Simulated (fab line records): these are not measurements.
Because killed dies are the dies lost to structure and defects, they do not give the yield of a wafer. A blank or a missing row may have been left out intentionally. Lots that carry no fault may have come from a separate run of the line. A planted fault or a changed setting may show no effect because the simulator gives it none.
fab line records	flow n5_finfet
[record] lots = 4	wafers = 12	last_day = 18
route steps=1938 shown BEOL_M4@1059 PASSIVATION@1936
lots that met no fault: taken from a fault-free run of the same line
start_h: start of the lot's first displayed wafer, in hours after the record's first day	wait_h: hours from the lot's prior step to this one	" as in the row above	L1.1+2: several wafers, shown together as one row	- no value, or no start given	* or withheld: withheld	< > ~ a bound
route shown NAME@n: a module of which the file shows steps, and the number in the route of the first	usual: mean/standard deviation of fault-free wafers	same: alike in all rows	chamber/n: place in a boat	sites: the reading at each site	_std_site: standard deviation of those values	_edge_site: the outer-site mean with the inner-site mean subtracted	radius_mm: how far each site lies from the wafer's centre	mask NAME#n: copy n	behind: the last tool/chamber to shape the wafer	hold: cause of the lot's hold/its duration in hours/its outcome	device: the n, p or np transistor that did not switch	end of line: tests of these same wafers at the route's end	step lacking rows: just its recipe	killed: dies lost to structure and defects at the first sort, not the wafer's yield	map: a wafer's dies, marking killed ones x, the rest . and places with no die _
set.NAME: the setting that was run; set.NAME@STEP: the one run at that earlier step	model.NAME: the simulator's own value behind a step, which no gauge read
lots at some steps of the route; a table a step, a row a wafer
services: the hour from which a tool's chamber was out of use, counted from the record's first day as start_h (under 0 if before that day), plus the number of hours and why
[[steps]]
[step N5_BEOL_M4_DESCUM_33]
[recipe] chemistry = O2	time_s = 7	source_power_w = 50	bias_power_w = 20	pressure_mtorr = 20	rf_frequency_hz = 2.712e+07	temp_c = 40	resist = CAR-EUV	o2_flow_sccm = 225
[step N5_BEOL_M4_ETCH_77]
[recipe] chemistry = N2/H2	target = underlayer	target_depth_a = 65	mask_material = CAR-EUV	time_s = 5.2	ion_energy_ev = 200	pressure_mtorr = 30	source_w = 840	bias_w = 150	n2_flow_sccm = 200	h2_flow_sccm = 200	ends = cleared
[step N5_BEOL_M4_ETCH_69]
[recipe] chemistry = CF4	target = SiARC	target_depth_a = 156	mask_material = CAR-EUV	time_s = 26	ion_energy_ev = 80	pressure_mtorr = 40	source_w = 545	bias_w = 36	Ar_flow_sccm = 100	cf4_flow_sccm = 100	ends = cleared
[step N5_BEOL_M4_ALD_98]
[recipe] material = SiO2	target_thk_a = 25	temp_c = 100	ald_precursor_family = BDEAS	ald_co_reactant = O2-plasma	pulse_time_s = 1	co_reactant_pulse_time_s = 1	purge_time_s = 2	co_reactant_purge_time_s = 2	ald_cycles = 17	pressure_torr = 2
[step N5_BEOL_M4_ETCHBACK_99]
[recipe] chemistry = CHF3	target = SiO2	target_depth_a = 50	time_s = 10.4	source_w = 215	bias_w = 47	Ar_flow_sccm = 200	CHF3_flow_sccm = 12	ion_energy_ev = 100	pressure_mtorr = 30
[step N5_BEOL_M4_ETCH_70]
[recipe] chemistry = N2/H2	target = SOC	target_depth_a = 800	overetch_a = 240	mask_material = SiARC	temp_c = 40	time_s = 130	ion_energy_ev = 200	pressure_mtorr = 30	source_w = 840	bias_w = 150	n2_flow_sccm = 200	h2_flow_sccm = 200
[step N5_BEOL_M4_STRIP_71]
[recipe] chemistry = N2/H2	temp_c = 40	n2_flow_sccm = 200	h2_flow_sccm = 200	rf_frequency_hz = 6e+07
[step N5_BEOL_M4_STRIP_78]
[recipe] chemistry = N2/H2	temp_c = 40	n2_flow_sccm = 200	h2_flow_sccm = 200	rf_frequency_hz = 6e+07
[step N5_BEOL_M4_VIA_ETCH_34]
[recipe] chemistry = C4F6/O2	target_depth_a = 694	mask_material = SOC	pressure_mtorr = 15	ion_energy_ev = 250	taper_deg = 4	time_s = 65.9	source_w = 350	bias_w = 170	Ar_flow_sccm = 300	C4F6_flow_sccm = 10	O2_flow_sccm = 10
[step N5_BEOL_M4_STRIP_83]
[recipe] chemistry = C4F6/O2	resist = SiARC	rf_frequency_hz = 6e+07
[step N5_BEOL_M4_STRIP_36]
[recipe] chemistry = N2/H2	power_w = 450	temp_c = 40	pressure_mtorr = 20	rf_frequency_hz = 6e+07	overash_fraction = 0.3	bias_power_w = 7	h2_frac = 0.5	n2_flow_sccm = 200	h2_flow_sccm = 200
[step N5_BEOL_M4_TRENCH_ETCH_37]
[recipe] chemistry = C4F6/O2	target_depth_a = 555.55	target = SiOC	time_s = 29.2	ion_energy_ev = 250	pressure_mtorr = 30	source_w = 355	bias_w = 185	Ar_flow_sccm = 300	C4F6_flow_sccm = 10	O2_flow_sccm = 10
[usual] bias_w = 185.0/0.6	drypump_motor_current_A = 5.6/0.5	oes_product_au = 0.83/0.069	rf_fwd_power_W = 349.0/1.9	rf_vpp_V = 668/7.2	showerhead_plenum_p_Torr = 2.89/0.11	throttle_valve_pct = 20.81/0.18
lot.wafer	tool	chamber	start_h	wait_h	bias_w	drypump_motor_current_A	oes_product_au	rf_fwd_power_W	rf_hours_counter_h	rf_vpp_V	showerhead_plenum_p_Torr	throttle_valve_pct	model.BEOL_M4.feature_depth_nm	model.etch.depth_nm	model.TiN_of_BEOL_M4_HM_DEP_02.thk_nm
L746.2	rie_diel-03	3	218.36	-	184.7	4.9	0.72	347.6	214	670	2.93	21.19	55.6	55.67	17.4
L746.3	"	0	"	"	184.7	5.5	0.96	346.5	14	664	2.78	20.47	56.6	56.66	17.4
L746.6	"	1	"	"	184.8	6.5	0.85	350.1	-	674	3.00	20.84	57.4	57.47	17.2
L755.2	rie_diel-03	2	259.16	-	184.3	5.3	0.58	348.3	233	660	2.71	21.02	40	39.97	18.4
L755.3	"	1	"	"	184.7	6.5	0.69	350.0	90	672	2.99	20.82	41.4	41.45	18.2
L755.6	"	2	"	"	185.2	5.3	0.58	347.9	-	660	2.71	21.01	39.8	39.88	18.2
L757.2	rie_diel-03	0	291.39	-	184.8	5.5	0.76	347.1	38	662	2.77	20.48	41	41.06	18.4
L757.3	"	2	"	"	185.1	5.3	0.58	348.1	242	660	2.70	21.06	40.4	40.31	18.4
L757.5	"	2	"	"	185.2	5.3	0.58	348.1	-	660	2.70	21.05	40.4	40.39	18.4
L764.2	rie_diel-01	2	333.19	-	184.7	5.3	0.83	347.6	72	670	3.00	20.80	55.4	55.31	18
L764.4	"	3	"	"	185.7	6.3	0.82	347.5	81	658	2.77	20.97	56.4	56.49	18.2
L764.5	"	2	"	"	184.3	5.4	0.83	347.8	-	670	3.00	20.79	55.4	55.43	18
[step N5_BEOL_M4_ETCH_41]
[recipe] chemistry = CH3F/O2	target = SiCN	target_depth_a = 299	taper_deg = 2	time_s = 52.5	ion_energy_ev = 120	mask_material = TiN	pressure_mtorr = 30	source_w = 395	bias_w = 75	Ar_flow_sccm = 150	CH3F_flow_sccm = 30	O2_flow_sccm = 20
[step N5_BEOL_M4_STRIP_97]
[recipe] chemistry = N2/H2	time_s = 10	power_w = 450	temp_c = 40	pressure_mtorr = 20	rf_frequency_hz = 6e+07	bias_power_w = 7	n2_flow_sccm = 200	h2_flow_sccm = 200
[step N5_BEOL_M4_OCD_MEAS_38]
[usual] trench_depth_nm = 55.9/0.71
lot.wafer	tool	chamber	start_h	wait_h	trench_depth_nm
L746.2	ocd-02	-	218.51	-	55.9
L746.3	"	-	"	"	56.6
L746.6	"	-	"	"	57.2
L755.2	ocd-02	-	259.31	-	40.4
L755.3	"	-	"	"	41.2
L755.6	"	-	"	"	39.5
L757.2	ocd-01	-	291.54	-	41.6
L757.3	"	-	"	"	40.4
L757.5	"	-	"	"	40.5
L764.2	ocd-02	-	333.34	-	54.5
L764.4	"	-	"	"	56.4
L764.5	"	-	"	"	55.5
[step N5_BEOL_M4_HM_STRIP_39]
[recipe] chemistry = peroxide_tin_strip	material = TiN	target_depth_a = 250	temp_c = 50	time_s = 158
[step N5_BEOL_M4_SRD_40]
[recipe] time_s = 30	temp_c = 23	rinse_liquid = diw	dry = ipa_marangoni
[step N5_BEOL_M4_PRECLEAN_42]
[recipe] chemistry = residue_remover	time_s = 60	temp_c = 40
[step N5_BEOL_M4_SRD_43]
[recipe] time_s = 30	temp_c = 23	rinse_liquid = diw	dry = ipa_marangoni
[step N5_BEOL_M4_DEGAS_44]
[recipe] ambient = vacuum	temp_c = 250	time_s = 60
[step N5_BEOL_M4_PRE_CLEAN_45]
[recipe] gas = H2/He	time_s = 30	temp_c = 250
[step N5_BEOL_M4_ALD_84]
[recipe] material = TaN	target_thk_a = *	temp_c = 275	ald_precursor_family = PDMAT	ald_co_reactant = NH3	pressure_torr = 3	carrier_flow_sccm = 1500	pulse_time_s = 2	purge_time_s = 3	co_reactant_purge_time_s = 2	co_reactant_pulse_time_s = 3	ald_cycles = 30	precursor_vessel_temp_c = 75	precursor_vessel_pressure_torr = 26.25	precursor_vessel_carrier_sccm = 1000
[step N5_BEOL_M4_SURFACE_TREAT_85]
[recipe] gas = Ar	time_s = *	ion_energy_ev = *	ion_current_ma_cm2 = 0.5	pressure_mtorr = *	ar_flow_sccm = 30
[step N5_BEOL_M4_CVD_47]
[recipe] material = Co	target_thk_a = 30	temp_c = withheld	precursor = CCTBA/H2	pressure_torr = 30	time_s = 223.8
[step N5_BEOL_M4_SPUTTER_48]
[recipe] material = Cu	target_thk_a = 45	temp_c = -20	chamber_pressure_pa = 0.07	power_w = withheld	time_s = 8.29
[step N5_BEOL_M4_ANNEAL_49]
[recipe] temp_c = 400	time_s = 240	ambient = vacuum
[step N5_BEOL_M4_SPUTTER_79]
[recipe] material = Cu	target_thk_a = 45	temp_c = -20	chamber_pressure_pa = 0.07	power_w = withheld	time_s = 8.29
[step N5_BEOL_M4_ANNEAL_80]
[recipe] temp_c = 400	time_s = 240	ambient = vacuum
[step N5_BEOL_M4_SPUTTER_81]
[recipe] material = Cu	target_thk_a = 45	temp_c = -20	chamber_pressure_pa = 0.07	power_w = withheld	time_s = 8.29
[step N5_BEOL_M4_ANNEAL_82]
[recipe] temp_c = 400	time_s = 240	ambient = vacuum
[step N5_BEOL_M4_SPUTTER_86]
[recipe] material = Cu	target_thk_a = 45	temp_c = -20	chamber_pressure_pa = 0.07	power_w = withheld	time_s = 8.29
[step N5_BEOL_M4_ANNEAL_87]
[recipe] temp_c = 400	time_s = 240	ambient = vacuum
[step N5_BEOL_M4_SPUTTER_88]
[recipe] material = Cu	target_thk_a = 45	temp_c = -20	chamber_pressure_pa = 0.07	power_w = withheld	time_s = 8.29
[step N5_BEOL_M4_ANNEAL_89]
[recipe] temp_c = 400	time_s = 240	ambient = vacuum
[step N5_BEOL_M4_SPUTTER_90]
[recipe] material = Cu	target_thk_a = 45	temp_c = -20	chamber_pressure_pa = 0.07	power_w = withheld	time_s = 8.29
[step N5_BEOL_M4_ANNEAL_91]
[recipe] temp_c = 400	time_s = 240	ambient = vacuum
[step N5_BEOL_M4_SPUTTER_92]
[recipe] material = Cu	target_thk_a = 45	temp_c = -20	chamber_pressure_pa = 0.07	power_w = withheld	time_s = 8.29
[step N5_BEOL_M4_ANNEAL_93]
[recipe] temp_c = 400	time_s = 240	ambient = vacuum
[step N5_BEOL_M4_SPUTTER_94]
[recipe] material = Cu	target_thk_a = 45	temp_c = -20	chamber_pressure_pa = 0.07	power_w = withheld	time_s = 8.29
[step N5_BEOL_M4_ANNEAL_95]
[recipe] temp_c = 400	time_s = 240	ambient = vacuum
[step N5_BEOL_M4_CMP_52]
[recipe] stop_on = SiOC	t_overpolish_s = 6.8	down_force_psi = 1	platen_rpm = 50	clearing_platen_down_force_psi = 1.5	clearing_platen_rpm = 50	post_cmp_clean = cu_alkaline	target_thk_nm = 40	clearing_platen_pad_velocity_m_s = 0.99484	pad_velocity_m_s = 0.99484
[usual] barrier_field_endpoint_s = 24.6/0.59	clearing_platen_down_force_psi = 1.500/0.0031	head_pressure_psi = 1.0000/0.0023	motor_current_A = 6.1/0.63	overpolish_run_s = 6.801/0.0093	time_to_endpoint_s = 62/3.1
lot.wafer	tool	chamber	start_h	wait_h	barrier_field_endpoint_s	clearing_platen_down_force_psi	head_pressure_psi	motor_current_A	overpolish_run_s	time_to_endpoint_s	model.Cu_of_BEOL_M4_ECD_50.thk_nm
L746.3	cmp-03	2	223.72	0.2	23.3	1.500	0.9988	5.8	6.788	57	39.4
L746.2	"	3	"	"	24.8	1.507	0.9997	6.5	6.803	63	38.8
L746.6	"	3	"	"	23.7	1.501	0.9979	6.8	6.799	60	41.6
L755.3	cmp-02	3	265.05	0.2	24.9	1.495	0.9990	6.3	6.789	66	26.4
L755.2	"	0	"	"	24.0	1.503	0.9986	5.9	6.800	64	23.6
L755.6	"	2	"	"	24.7	1.503	1.0056	6.2	6.801	65	24.8
L757.2	cmp-02	3	296.30	1.3	25.1	1.499	1.0027	6.6	6.813	61	27.4
L757.3	"	0	"	"	24.3	1.502	1.0003	5.7	6.800	62	26.6
L757.5	"	2	"	"	24.6	1.500	0.9982	5.8	6.783	57	24.8
L764.2	cmp-04	2	338.24	0.2	24.7	1.503	0.9969	5.3	6.802	66	41.6
L764.4	"	1	"	"	24.1	1.506	1.0000	6.6	6.801	61	41
L764.5	"	2	"	"	24.7	1.500	0.9933	5.4	6.805	62	41.4
[step N5_BEOL_M4_THK_MEAS_53]
[recipe] thk_meas_gauge = xrf	reads = Cu_of_BEOL_M4_ECD_50
[usual] M4_THK = 40.9/1.4
lot.wafer	tool	chamber	start_h	wait_h	M4_THK[nm]
L746.2	film_metro-01	-	224.01	-	39.2
L746.3	"	-	"	"	40.1
L746.6	"	-	"	"	42.2
L755.2	film_metro-02	-	265.27	-	23.5
L755.3	"	-	"	"	26.5
L755.6	"	-	"	"	24.9
L757.2	film_metro-01	-	296.56	-	27.8
L757.3	"	-	"	"	26.8
L757.5	"	-	"	"	25.1
L764.2	film_metro-01	-	338.53	-	42.0
L764.4	"	-	"	"	41.5
L764.5	"	-	"	"	42.0
[step N5_BEOL_M4_RS_MEAS_58]
[recipe] thk_meas_gauge = four-point-probe	reads = Co_of_BEOL_M4_CO_CAP_55+Cu_of_BEOL_M4_ECD_50+Co_of_BEOL_M4_CVD_47+TaN_of_BEOL_M4_ALD_84
[usual] M4_RS = 0.659/0.026
lot.wafer	tool	chamber	start_h	wait_h	M4_RS[ohm/sq]
L746.2	film_metro-01	-	224.27	0.1	0.694
L746.3	"	-	"	"	0.682
L746.6	"	-	"	"	0.634
L755.2	film_metro-02	-	265.53	0.1	1.342
L755.3	"	-	"	"	1.150
L755.6	"	-	"	"	1.253
L757.2	film_metro-02	-	296.91	0.1	1.099
L757.3	"	-	"	"	1.147
L757.5	"	-	"	"	1.263
L764.2	film_metro-01	-	339.02	0.1	0.637
L764.4	"	-	"	"	0.649
L764.5	"	-	"	"	0.639
[step N5_BEOL_M4_RC_MEAS_101]
[usual] DIBL_N = 36.6/1.1	DIBL_P = 36.8/1.6	IOFF_N = 0.169/0.024	IOFF_P = 0.206/0.028	ION_N = 679/9.2	ION_P = 462/7	SERP_M4 = 193/11	SERP_M4_max_site = 205/13	SS_N = 71.6/0.57	SS_P = 73.3/0.57	VT_N = 248.8/2.4	VT_P = -251/3
lot.wafer	tool	chamber	start_h	wait_h	DIBL_N[mV/V]	DIBL_P[mV/V]	IOFF_N[nA/um]	IOFF_P[nA/um]	ION_N[uA/um]	ION_P[uA/um]	SERP_M4[ohm/um]	SERP_M4_max_site[ohm/um]	SS_N[mV/dec]	SS_P[mV/dec]	VT_N[mV]	VT_P[mV]
L746.2	prober-01	0	224.48	0.2	36.3	36.3	0.146	0.194	682	463	203	220	71.1	72.7	250.9	-252
L746.3	"	0	"	"	37.1	38.9	0.169	0.224	688	468	205	217	71.1	73.7	248.2	-251
L746.6	"	0	"	"	36.7	37.5	0.150	0.204	678	463	189	200	71.3	72.9	250.6	-251
L755.2	prober-02	0	265.74	0.2	37.0	37.1	0.156	0.205	670	462	384	415	71.2	73.0	251.5	-250
L755.3	"	0	"	"	37.2	37.7	0.157	0.214	666	462	341	374	71.8	73.0	250.8	-249
L755.6	"	0	"	"	37.5	37.7	0.164	0.223	671	460	382	424	71.3	73.7	251.2	-247
L757.2	prober-01	0	297.14	0.2	38.5	38.9	0.213	0.240	681	465	345	354	72.8	74.4	248.4	-248
L757.3	"	0	"	"	38.3	39.5	0.225	0.244	687	466	328	344	72.6	73.6	245.3	-248
L757.5	"	0	"	"	37.4	38.5	0.200	0.228	690	464	363	395	71.4	74.0	247.0	-250
L764.2	prober-02	0	339.23	0.2	35.2	36.5	0.157	0.170	678	457	187	198	70.8	73.3	247.4	-257
L764.4	"	0	"	"	35.2	36.7	0.164	0.172	678	451	181	192	71.2	73.4	248.4	-258
L764.5	"	0	"	"	34.4	35.9	0.144	0.162	678	453	191	197	71.1	72.9	249.1	-257
// sites SERP_M4 radius_mm=0,75,75,75,75,140,140,140,140
L746.2 193 202 206 199 203 201 219 213 220
L755.2 391 386 396 415 384 338 348 381 318
L757.2 349 354 354 327 352 340 345 336 336
L764.2 195 184 198 188 190 177 187 185 183
[step N5_PASSIVATION_PROBE_49]
[usual] defect_limited_yield = 91.1/1.5	killed_at_M0_to_M3 = 36/11	killed_at_M4_up = 14/5.6	killed_at_contacts = 11/5.6	killed_at_front_end = 40/12	killed_at_other = 4/3.2	killed_dies = 105/17	killed_open = 69/12	killed_short = 34/8.4	sort_bin_5_function = 5.2/0.95	sort_bin_6_memory = 3.3/0.63	sort_bin_8_speed = 0.00/0.007	sort_n_pass = 1075/17
[same] gross_dies = 1180	killed_at_back_side = 0	sort_bin_4_leakage[%] = 0
lot.wafer	tool	chamber	start_h	wait_h	defect_limited_yield[%]	killed_at_M0_to_M3	killed_at_M4_up	killed_at_contacts	killed_at_front_end	killed_at_other	killed_dies	killed_open	killed_short	sort_bin_5_function[%]	sort_bin_6_memory[%]	sort_bin_8_speed[%]	sort_n_pass
L746.2	prober-01	-	345.23	0.1	91.2	38	17	10	32	7	104	59	42	4.9	3.3	0	1076
L746.3	prober-01	-	345.28	0.1	92.0	36	7	13	33	5	94	65	29	4.2	3.6	0	1086
L746.6	prober-01	-	345.43	0.3	92.3	38	13	8	28	4	91	61	30	4.7	2.7	0	1089
L755.2	prober-02	-	376.74	0.1	85.2	30	58	12	72	3	175	72	51	5.5	4.5	4.24	1005
L755.3	prober-02	-	376.79	0.1	87.8	48	27	15	45	9	144	81	43	6.4	4.0	1.53	1036
L755.6	prober-02	-	376.94	0.3	82.1	33	105	10	54	9	211	80	35	6.3	3.5	7.71	969
L757.2	prober-02	-	397.64	0.1	89.4	36	29	8	36	16	125	58	44	4.7	3.6	1.86	1055
L757.3	prober-02	-	397.69	0.1	89.2	33	25	6	61	2	127	71	41	5.7	3.6	1.10	1053
L757.5	prober-02	-	397.79	0.2	87.0	22	72	6	52	1	153	71	32	5.5	2.9	4.15	1027
L764.2	prober-02	-	443.33	0.1	89.9	40	21	23	33	2	119	78	40	6.6	3.3	0	1061
L764.4	prober-02	-	443.43	0.2	91.5	45	11	11	29	4	100	75	24	4.8	3.6	0	1080
L764.5	prober-02	-	443.48	0.2	92.4	29	19	8	32	2	90	63	27	4.2	3.1	0	1090
// killed by level:class
L746.2 BEOL_M0_SAQP:geometric_particle:short=15 BEOL_M2:geometric_particle:open=9 BEOL_M4:geometric_particle:open=8 BEOL_M0_SAQP:geometric_particle:open=8 MOL_CONTACT_COAG:geometric_particle:short=5 MOL_CONTACT_COAG:geometric_particle:open=5 STARTING-WAFER:geometric_particle:open=5 DUMMY_GATE:geometric_particle:open=4
L746.3 MOL_CONTACT_COAG:geometric_particle:open=11 BEOL_M0_SAQP:geometric_particle:open=11 STI_FIN_REVEAL:geometric_particle:open=10 BEOL_M2:geometric_particle:open=10 FIN_SAQP:geometric_particle:short=7 BEOL_M0_SAQP:geometric_particle:short=5 STI_FIN_REVEAL:geometric_particle:short=4 BEOL_M0:geometric_particle:open=3
L746.6 BEOL_M0_SAQP:geometric_particle:open=15 BEOL_M2:geometric_particle:open=10 BEOL_M4:geometric_particle:open=8 MOL_CONTACT_COAG:geometric_particle:open=7 BEOL_M0_SAQP:geometric_particle:short=6 FIN_SAQP:geometric_particle:short=5 STARTING-WAFER:geometric_particle:short=5 FIN_SAQP:geometric_particle:open=4
L755.2 BEOL_M4:area_ecd=50 FIN_SAQP:geometric_particle:short=21 STI_FIN_REVEAL:geometric_particle:open=19 MOL_CONTACT_COAG:geometric_particle:open=11 BEOL_M1:geometric_particle:open=7 FIN_SAQP:geometric_particle:open=6 BEOL_M0_SAQP:geometric_particle:short=6 STI_FIN_REVEAL:geometric_particle:short=5
L755.3 BEOL_M4:area_ecd=18 MOL_CONTACT_COAG:geometric_particle:open=15 FIN_SAQP:geometric_particle:short=12 BEOL_M1:geometric_particle:open=12 STI_FIN_REVEAL:geometric_particle:open=10 BEOL_M0_SAQP:geometric_particle:open=9 BEOL_M2:geometric_particle:open=7 FIN_SAQP:geometric_particle:open=6
L755.6 BEOL_M4:area_ecd=91 STI_FIN_REVEAL:geometric_particle:open=23 MOL_CONTACT_COAG:geometric_particle:open=9 BEOL_M2:geometric_particle:open=7 FIN_SAQP:geometric_particle:short=6 BEOL_M3:geometric_particle:open=6 MIM_BOT:geometric_particle:short=5 DUMMY_GATE:geometric_particle:open=5
L757.2 BEOL_M4:area_ecd=22 BEOL_M0_SAQP:geometric_particle:short=16 FIN_SAQP:geometric_particle:open=10 MOL_CONTACT_COAG:geometric_particle:open=7 BEOL_M0_SAQP:geometric_particle:open=7 FIN_SAQP:geometric_particle:short=6 STI_FIN_REVEAL:geometric_particle:open=6 MIM_TOP_ETCH:geometric_particle:short=6
L757.3 FIN_SAQP:geometric_particle:open=23 BEOL_M4:area_ecd=13 FIN_SAQP:geometric_particle:short=10 BEOL_M3:geometric_particle:open=6 MOL_CONTACT_COAG:geometric_particle:open=6 GATE_CUT:geometric_particle:short=5 DUMMY_GATE:geometric_particle:open=5 BEOL_M0:geometric_particle:open=5
L757.5 BEOL_M4:area_ecd=49 FIN_SAQP:geometric_particle:open=17 FIN_SAQP:geometric_particle:short=12 STI_FIN_REVEAL:geometric_particle:open=10 BEOL_M0_SAQP:geometric_particle:open=6 BEOL_M0_SAQP:geometric_particle:short=5 BEOL_M4:geometric_particle:open=5 BEOL_M5:geometric_particle:open=5
L764.2 BEOL_M2:geometric_particle:open=14 MOL_CONTACT_COAG:geometric_particle:open=13 MOL_CONTACT_COAG:geometric_particle:short=10 BEOL_M4:geometric_particle:open=9 BEOL_M3:geometric_particle:open=8 FIN_SAQP:geometric_particle:open=7 FIN_SAQP:geometric_particle:short=5 GATE_CUT:geometric_particle:short=5
L764.4 BEOL_M2:geometric_particle:open=18 MOL_CONTACT_COAG:geometric_particle:open=10 BEOL_M0_SAQP:geometric_particle:open=9 BEOL_M0_SAQP:geometric_particle:short=7 FIN_SAQP:geometric_particle:short=5 STI_FIN_REVEAL:geometric_particle:open=4 BEOL_M4:geometric_particle:open=4 FIN_SAQP:geometric_particle:open=3
L764.5 BEOL_M4:geometric_particle:open=10 BEOL_M2:geometric_particle:open=9 FIN_SAQP:geometric_particle:open=8 FIN_SAQP:geometric_particle:short=6 MOL_CONTACT_COAG:geometric_particle:open=6 DUMMY_GATE:geometric_particle:open=4 BEOL_M1:geometric_particle:open=4 BEOL_M2:geometric_particle:short=4
// map L755.6 (x killed, . not)
_________________............________________
______________........x........._____________
___________..........x........x..xx__________
__________x...x...x...........xx...._________
________........x..................x.._______
_______.xx.....x....x...xx..x..........______
______...x....x.....x..x............x..._____
_____.x...........x..x....x..x.x..x....x.____
____.x....x.x..x......x...xx..x.x..x.x...x___
___..x.....x...x.x...x......x..x...........__
___.x.............x.....x.x.xxx.x......x..x__
__.xx.....x..x...x.x.x...x.............x.x.._
__.......x...........xx.xx.x......x.x.xx...._
_........xxxxx...x..xx.x..x..x....x........x.
_....x.........x.x.....x...x.............x...
_..x.x...........x....xxx.xx.x....x.x......x.
_.x....x........x.......x............x....x..
_.......x..x.....x............x...x.x.xx.....
_...x..x....xx.x..x.....x.........x........x.
_.......xx....x..........xx....x...x.x.......
_.........xx.xx...x.x.....x..x...............
__x.x.xx..........x...........xx.x........x._
__..x.........x...............x....x..x....._
___....x.........x.x.......x..............x__
___....xx.x..x...xx..xx............x.......__
____......x......x.x....x...x.............___
_____x...x........x.x.......x............____
______...xx....x........x.x............._____
_______.................x..x.x....x....______
________x............................x_______
__________.x...x.x................x._________
___________....xx...x..............__________
______________......xx.x....x..._____________
_________________............________________
// map L757.5 (x killed, . not)
_________________...x.....x..________________
______________.................._____________
___________x...x...................__________
__________.x.......x......x.......x._________
________...........................x.._______
_______......................x.......x.______
______........x.............x.xx.......x_____
_____.xx.xx...x.......xx.................____
____.x.....................x.x..x.........___
___...x..x....x.x....x..xxx........xx...xxx__
___........................x..x............__
__x..x.........x.x.......x.x.x......x....x.._
__..x.......xx.............x....x.........x._
_..xx......x..x.x..x......x...x...........x..
_...x...xx........x......x...................
_....x...x.................x........x........
_.....................x..xx...x.....x.x.x....
_x..x...........x...........x.....x.....x..x.
_........x..x..x........xx.x.....x...x.......
_....................x.x.........x.x.........
_x...x............xx..x.xx.......x.......x...
__.....x...x..x....x..x.x......x..x....xx.x._
__....x.................x..................._
___...........x.x..........................__
___.............x......x........x..x.......__
____..x....x..........xx.......x..x...x...___
_____...........................x....x...____
______.x.xx...x........................._____
_______...............x...............x______
________.x..x......x..............x..._______
__________...........x.....x........_________
___________..............x.........__________
______________..............x..._____________
_________________.....x......________________
[[services]]
tool	chamber	start_h	hours	kind
cmp-04	-	216.84	2.2	repair
cmp-04	-	233.82	0.3	repair
cmp-03	-	246.69	4.0	pm
cmp-03	-	250.69	-	consumable_replace:conditioner
cmp-03	-	250.69	-	consumable_replace:pad
cmp-02	-	255.37	4.0	pm
cmp-04	-	264.04	5.4	repair
rie_diel-01	0	264.71	3.7	repair
cmp-03	-	273.77	4.5	pm
cmp-03	-	292.87	4.8	pm
rie_diel-03	2	313.71	-	clean
rie_diel-03	2	313.71	-	consumable_replace:focus_ring
rie_diel-03	2	313.71	-	consumable_replace:showerhead
rie_diel-03	2	313.71	17.9	scheduled_down
rie_diel-03	2	313.71	17.9	vent_cycle
cmp-04	-	316.71	4.0	pm
cmp-04	-	320.71	-	consumable_replace:conditioner
cmp-04	-	320.71	-	consumable_replace:pad
rie_diel-03	3	331.61	-	clean
rie_diel-03	3	331.61	-	consumable_replace:focus_ring
rie_diel-03	3	331.61	20.4	scheduled_down
rie_diel-03	3	331.61	20.4	vent_cycle
cmp-03	-	333.31	1.5	repair
cmp-02	-	335.62	5.2	pm
[[key]]
[first_sign] step = N5_BEOL_M4_TRENCH_ETCH_37	reading = oes_product_au	direction = down	sigmas = 2.9	usual = 0.83	struck = 0.63	wafers_moved = 4
[effect] step = N5_BEOL_M4_OCD_MEAS_38	reading = trench_depth_nm	direction = down	sigmas = 21	usual = 55.9	struck = 40.6
[effect] step = N5_BEOL_M4_THK_MEAS_53	reading = M4_THK	direction = down	sigmas = 11	usual = 40.9	struck = 25.8
[effect] step = N5_BEOL_M4_RS_MEAS_58	reading = M4_RS	direction = up	sigmas = 21	usual = 0.659	struck = 1.209
[effect] step = N5_BEOL_M4_RC_MEAS_101	reading = SERP_M4	direction = up	sigmas = 14	usual = 193	struck = 357
[effect] step = N5_BEOL_M4_RC_MEAS_101	reading = SERP_M4_max_site	direction = up	sigmas = 14	usual = 205	struck = 384
[effect] step = N5_PASSIVATION_PROBE_49	reading = sort_bin_8_speed	direction = up	sigmas = 40	usual = 0.00	struck = 3.43
[model_effect] step = N5_BEOL_M4_TRENCH_ETCH_37	value = BEOL_M4.feature_depth_nm	without = 55.43	struck = 40.5
[model_effect] step = N5_BEOL_M4_CMP_52	value = Cu_of_BEOL_M4_ECD_50.thk_nm	without = 40.57	struck = 25.6
met_at N5_BEOL_M4_TRENCH_ETCH_37
struck_wafers L755.2,L755.3,L755.6,L757.2,L757.3,L757.5
onset_between 218.36 259.16
[fault] kind = process_parameter_drift	tool = rie_diel-03	chamber = -	onset_h = 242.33	steps = N5_BEOL_M4_TRENCH_ETCH_37	channel = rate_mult	offset = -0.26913	shape = step	end_h = 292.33
